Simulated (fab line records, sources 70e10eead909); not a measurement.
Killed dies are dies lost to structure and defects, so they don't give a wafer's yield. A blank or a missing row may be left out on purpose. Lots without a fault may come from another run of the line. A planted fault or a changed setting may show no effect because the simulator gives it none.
A struck lot beside a sound one | flow nand_harc | 14 steps out of a route of 1302
Sound: wafers L838.1, L838.4, L838.6. Struck: wafer L849.3. (L849.4, L849.6 of the same lot were not struck and are left out.) The cause comes at the end.
At each step with rows: each side's tool, then ch and its chambers, then its first start. Under that, the readings that differ: sound wafers | struck wafers | difference of the means | sigmas: that difference in standard deviations of wafers without a fault.
alike: readings whose means differ by less than 2 such deviations, and words and numbers that are the same on both sides. not compared: withheld readings, readings that some wafer has no value for, bounds like >300 that may hide the same value, and numbers for which the record gives no deviation and whose values overlap.
The two part at a step that has a row with sigmas, a row that says differs or no value, or rows on one side only. Numbers that don't overlap but have no deviation are shown without sigmas and don't part them. A reading that every wafer of one side lacks parts them only if that side has two wafers or more.

first, 10 steps without rows for these wafers: NHARC_A_STAIRCASE_SRD_208; NHARC_A_STAIRCASE_DEHYDRATE_209 (time 120 s); NHARC_A_STAIRCASE_HMDS_210 (time 30 s); NHARC_A_STAIRCASE_COAT_211; NHARC_A_STAIRCASE_SOFTBAKE_212 (time 170 s); NHARC_A_STAIRCASE_EBR_213; NHARC_A_STAIRCASE_EXPOSE_214 (exposes mask STAIR 3); NHARC_A_STAIRCASE_PEB_215 (peb time 130 s); NHARC_A_STAIRCASE_DEVELOP_216 (time 140 s); NHARC_A_STAIRCASE_HARDBAKE_218 (time 140 s).
NHARC_A_STAIRCASE_DESCUM_219: chemistry O2, time 3 s.
  sound on rie_diel-01 ch 1,2, day 19 19:16; struck on rie_diel-01 ch 2, day 23 16:59
  alike: drypump_motor_current_A, oes_product_au, rf_vpp_V, showerhead_plenum_p_Torr, throttle_valve_pct
  not compared: rf_hours_counter_h
NHARC_A_STAIRCASE_TRIM_220: chemistry O2, time 211.2 s.
  sound on rie_diel-01 ch 0,1,2, day 19 19:23; struck on rie_diel-01 ch 3, day 23 17:16
  reading          | sound             | struck | difference | sigmas
  run_length_s (s) | 233.1 232.4 232.9 | 292.6  | +59.8      | +99 or more
  alike: drypump_motor_current_A, oes_product_au, rf_vpp_V, showerhead_plenum_p_Torr, throttle_valve_pct
  not compared: rf_hours_counter_h
NHARC_A_STAIRCASE_ETCH_221: etches the open film in C4F8/O2, target depth 100 nm, time 40.5 s.
  sound on rie_diel-01 ch 0,1; struck on rie_diel-01 ch 3
  reading            | sound       | struck | difference | sigmas
  rf_fwd_power_W (W) | 596 586 597 | 585    | -8         | -2
  alike: oes_product_au, rf_vpp_V
  not compared: rf_hours_counter_h
-- the record jumps here: 9 days lie between the struck wafers' starts before and after (it left off in module A_STAIRCASE and takes up again in module END, whose first step shown is number 1302 of the route) --
NHARC_END_SORT_01:
  the record has rows for the struck wafers here (prober-02 ch 0, day 32 07:40) and none for the sound ones

WHERE THEY PART
First at NHARC_A_STAIRCASE_TRIM_220; last, within this record, at NHARC_END_SORT_01.

WHY: what the simulator had put in
Process parameter drift: rie_diel-01, from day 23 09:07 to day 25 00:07, at NHARC_A_STAIRCASE_TRIM_220. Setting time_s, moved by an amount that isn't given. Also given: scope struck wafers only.
